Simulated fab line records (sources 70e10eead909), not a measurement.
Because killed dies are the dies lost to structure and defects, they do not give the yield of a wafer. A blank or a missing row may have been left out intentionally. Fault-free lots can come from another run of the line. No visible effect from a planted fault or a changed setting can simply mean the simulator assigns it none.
Chamber matching | flow nand-harc | NHARC_P_M1_DEP_33 on pecvd-04 has 3 sister chambers
The step deposits SiCN, target thk 30 nm. 18 wafers are shown with their chamber, then 9 later ones without.

## WAFERS, EACH WITH ITS CHAMBER
wafer  | chamber | heater-power-w (W)
L352.2 | 0       | 640
L352.5 | 1       | 600
L352.6 | 2       | 646
L353.1 | 1       | 642
L353.2 | 2       | 629
L353.6 | 2       | 639
L354.1 | 2       | 625
L354.2 | 1       | 576
L354.3 | 0       | 660
L355.3 | 0       | 676
L355.4 | 1       | 630
L355.6 | 2       | 627
L358.1 | 2       | 626
L358.4 | 2       | 613
L358.5 | 0       | 638
L357.2 | 1       | 658
L357.4 | 2       | 666
L357.5 | 0       | 677

SIGNATURES, as means of the wafers listed above
reading        | chamber 0 | chamber 1 | chamber 2 | scatter within a chamber
heater-power-w | 658.20    | 621.20    | 633.88    | 22.5
Rule: a wafer's distance from a chamber is the root of the sum, over the readings, of the square of ((its reading less the chamber's mean) divided by the reading's scatter). The wafer belongs to the nearest chamber; if the next one is less than 2 further off, it can't be placed. The scatter: take each reading less its chamber's mean, square it, sum over the shown wafers, divide by the number of wafers less the number of chambers, and take the root.

## WAFERS WHOSE CHAMBER IS MISSING
wafer  | heater-power-w (W)
L363.1 | 530
L363.3 | 601
L363.6 | 606
L365.2 | 626
L365.4 | 625
L365.6 | 574
L369.2 | 623
L369.4 | 624
L369.6 | 647

## WHICH CHAMBER EACH WENT THROUGH
wafer  | from the rows above          | in truth
L363.1 | can't be placed: 1 or 2 or 0 | 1
L363.3 | can't be placed: 1 or 2 or 0 | 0
L363.6 | can't be placed: 1 or 2 or 0 | 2
L365.2 | can't be placed: 1 or 2 or 0 | 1
L365.4 | can't be placed: 1 or 2 or 0 | 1
L365.6 | can't be placed: 1 or 2 or 0 | 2
L369.2 | can't be placed: 1 or 2 or 0 | 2
L369.4 | can't be placed: 1 or 2 or 0 | 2
L369.6 | can't be placed: 0 or 2 or 1 | 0
Placed correctly: 0 of 9. From these rows, 9 cannot be placed; in 9 the true chamber is one of the candidates. Number placed wrongly: 0.
